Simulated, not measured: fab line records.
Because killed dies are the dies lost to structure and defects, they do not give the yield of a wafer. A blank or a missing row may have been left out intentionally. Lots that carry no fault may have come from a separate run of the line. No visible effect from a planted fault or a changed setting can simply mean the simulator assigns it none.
Which tool was responsible? -- flow n5 finfet -- 10 lots, 27 wafers sampled, at 6 steps of a route of 1938

WHAT THE GAUGES SHOWED, per wafer
N5_BEOL_M13_INSPECT_12: inspects for defects (macro).
lot,measured,on,raw defect count
L368,day 11 23:40,defect inspect-01,2 2 3
L371,day 13 02:15,defect inspect-02,2 4
L373,day 13 09:32,defect inspect-01,2 0 1
L376,day 14 05:28,defect inspect-02,1 2 0
L378,day 14 20:37,defect inspect-01,2 2
L380,day 15 12:32,defect inspect-02,3 2 4
L382,day 15 22:22,defect inspect-01,3 2
L386,day 17 09:59,defect inspect-02,1 3 3
L389,day 17 10:55,defect inspect-01,5 1 1
L391,day 19 01:13,defect inspect-01,2 2 1

N5_BEOL_M13_CD_MEAS_17: target cd 190 nm.
lot,measured,on,cd nm (nm)
L368,day 12 00:14,cd sem-02,188.7 192.1 190.8
L371,day 13 02:49,cd sem-01,191.5 191.2
L373,day 13 10:11,cd sem-01,190.6 192.9 189.0
L376,day 14 06:25,cd sem-01,191.8 191.2 190.8
L378,day 14 21:31,cd sem-01,185.7 188.9
L380,day 15 13:10,cd sem-01,184.4 186.5 188.4
L382,day 15 22:56,cd sem-01,189.7 183.5
L386,day 17 10:34,cd sem-02,188.3 190.3 190.2
L389,day 17 11:29,cd sem-02,189.0 191.5 188.9
L391,day 19 01:47,cd sem-02,193.6 194.0 192.1

WHAT TOOL EACH LOT RAN ON (gives the tool, then ch and the chambers of the sampled wafers, and finally the start)
lot,N5_BEOL_M12_ETCH_38,N5_BEOL_M12_PRE_CLEAN_42,N5_BEOL_M13_ETCH_59,N5_BEOL_M13_STRIP_63
L368,"rie diel-03 ch 0,1,3, day 11 21:07","pvd sputter-02, day 11 21:54","rie diel-02 ch 0,1,3, day 11 23:44","plasma asher-02 ch 0,1, day 12 00:01"
L371,"rie diel-01 ch 0,3, day 12 22:34","pvd sputter-03, day 13 00:22","rie diel-06 ch 3, day 13 02:19","plasma asher-02 ch 1, day 13 02:36"
L373,"rie diel-04 ch 0,1, day 13 06:32","pvd sputter-01, day 13 07:11","rie diel-02 ch 0,1, day 13 09:42","plasma asher-02 ch 0,1, day 13 09:59"
L376,"rie diel-03 ch 1,2,3, day 14 02:49","pvd sputter-03, day 14 03:20","rie diel-02 ch 1,2,3, day 14 05:55","plasma asher-02 ch 1, day 14 06:13"
L378,"rie diel-03 ch 0,3, day 14 17:29","pvd sputter-01, day 14 18:35","rie diel-02 ch 2, day 14 21:01","plasma asher-02 ch 0,1, day 14 21:18"
L380,"rie diel-04 ch 0,2,3, day 15 09:56","pvd sputter-01, day 15 10:47","rie diel-02 ch 0,1,2, day 15 12:39","plasma asher-01 ch 0,1, day 15 12:57"
L382,"rie diel-03 ch 0,3, day 15 20:16","pvd sputter-01, day 15 20:37","rie diel-02 ch 2,3, day 15 22:28","plasma asher-02 ch 0, day 15 22:44"
L386,"rie diel-01 ch 0,1,2, day 17 06:59","pvd sputter-02, day 17 07:38","rie diel-05 ch 1,2, day 17 10:04","plasma asher-01 ch 0,1, day 17 10:22"
L389,"rie diel-01 ch 0,2, day 17 08:13","pvd sputter-01, day 17 08:56","rie diel-05 ch 2,3, day 17 10:59","plasma asher-01 ch 0,1, day 17 11:16"
L391,"rie diel-03 ch 0,1, day 18 23:00","pvd sputter-01, day 18 23:16","rie diel-02 ch 2,3, day 19 01:17","plasma asher-01 ch 0, day 19 01:35"
- N5_BEOL_M12_ETCH_38: etches SiCN in CF4/N2, target depth 68.7 nm, time 73.4 s.
- N5_BEOL_M12_PRE_CLEAN_42: time 30 s.
- N5_BEOL_M13_ETCH_59: etches BARC in N2/H2, target depth 89 nm, overetch 26.7 nm, time 67.9 s.
- N5_BEOL_M13_STRIP_63: strips in N2/H2.

WHAT THE TOOLS THEMSELVES READ (means of the sampled wafers that have a number; where no wafer has one, the mark that the record gives instead)
N5_BEOL_M12_ETCH_38.
lot,tool,cf4 flow sccm (sccm),drypump motor current A (A),oes product au (a.u.),rf vpp V (V),showerhead plenum p Torr (Torr),throttle valve pct (%)
L368,rie diel-03,60.14,5.4,0.79,383.7,2.25,15.30
L371,rie diel-01,60.09,5.2,0.84,381.2,2.20,15.30
L373,rie diel-04,59.84,5.6,0.86,381.2,2.16,15.48
L376,rie diel-03,60.04,5.5,0.77,384.0,2.24,15.36
L378,rie diel-03,60.14,5.4,0.73,383.0,2.21,15.46
L380,rie diel-04,60.00,5.5,0.81,383.3,2.23,15.36
L382,rie diel-03,59.99,5.3,0.72,380.9,2.21,15.48
L386,rie diel-01,60.13,5.5,0.82,382.9,2.24,15.37
L389,rie diel-01,59.82,5.8,0.83,383.2,2.27,15.38
L391,rie diel-03,59.94,5.3,0.73,381.2,2.17,15.47

N5_BEOL_M12_PRE_CLEAN_42.
lot,tool,heater power w (W)
L368,pvd sputter-02,331
L371,pvd sputter-03,318
L373,pvd sputter-01,314
L376,pvd sputter-03,339
L378,pvd sputter-01,324
L380,pvd sputter-01,303
L382,pvd sputter-01,338
L386,pvd sputter-02,350
L389,pvd sputter-01,292
L391,pvd sputter-01,310

N5_BEOL_M13_ETCH_59.
lot,tool,drypump motor current A (A),oes product au (a.u.),rf vpp V (V),showerhead plenum p Torr (Torr),throttle valve pct (%)
L368,rie diel-02,5.4,0.69,522.9,2.53,17.97
L371,rie diel-06,5.6,0.61,526.4,2.62,18.04
L373,rie diel-02,5.3,0.63,524.1,2.56,18.13
L376,rie diel-02,5.8,0.68,523.8,2.50,17.89
L378,rie diel-02,6.0,0.59,522.7,2.52,17.88
L380,rie diel-02,5.6,0.60,523.1,2.53,18.04
L382,rie diel-02,5.8,0.64,521.8,2.50,17.87
L386,rie diel-05,5.8,0.75,525.5,2.59,17.63
L389,rie diel-05,5.4,0.72,522.4,2.51,17.82
L391,rie diel-02,5.9,0.63,522.3,2.50,17.93

N5_BEOL_M13_STRIP_63.
lot,tool,drypump motor current A (A),heater power w (W),oes product au (a.u.),strip time to endpoint s (s),temp c (C)
L368,plasma asher-02,5.0,314,0.675,28.4,249.85
L371,plasma asher-02,4.7,298,0.675,28.2,250.16
L373,plasma asher-02,5.1,311,0.673,26.1,250.05
L376,plasma asher-02,4.7,295,0.669,27.0,249.95
L378,plasma asher-02,5.0,305,0.675,31.9,250.16
L380,plasma asher-01,5.7,314,0.676,31.3,250.00
L382,plasma asher-02,5.2,314,0.680,29.6,250.01
L386,plasma asher-01,5.4,327,0.673,26.6,250.18
L389,plasma asher-01,5.4,324,0.673,27.3,250.22
L391,plasma asher-01,5.2,329,0.672,27.1,249.90

THE ANSWER, worked out from the rows above alone
Rule: what is usual is taken from the lots themselves. Put in order of their means at a reading, lots are off if they are a third of the lots or fewer, leave a main group of 4 or more, and stand apart from it by a gap of 3 or more times the standard deviation of the main group's means; of several such gaps the widest counts. The tables above print the reading to a certain number of digits; a main group whose means all agree to those digits is not used. Also off: a lot with no number at a reading for which 4 or more lots have one. Where the step has rows for the other lots, those lots are counted as sound. First the gauges in route order, then the tools' own readings, where a lot's mean is used as printed above. The first step at which some lot is off is used, and at that step the reading that is off furthest; a lot without a number counts as furthest.
None of the lots is off at any reading shown; this tells nothing.

WHAT THE SIMULATOR HAD INSERTED
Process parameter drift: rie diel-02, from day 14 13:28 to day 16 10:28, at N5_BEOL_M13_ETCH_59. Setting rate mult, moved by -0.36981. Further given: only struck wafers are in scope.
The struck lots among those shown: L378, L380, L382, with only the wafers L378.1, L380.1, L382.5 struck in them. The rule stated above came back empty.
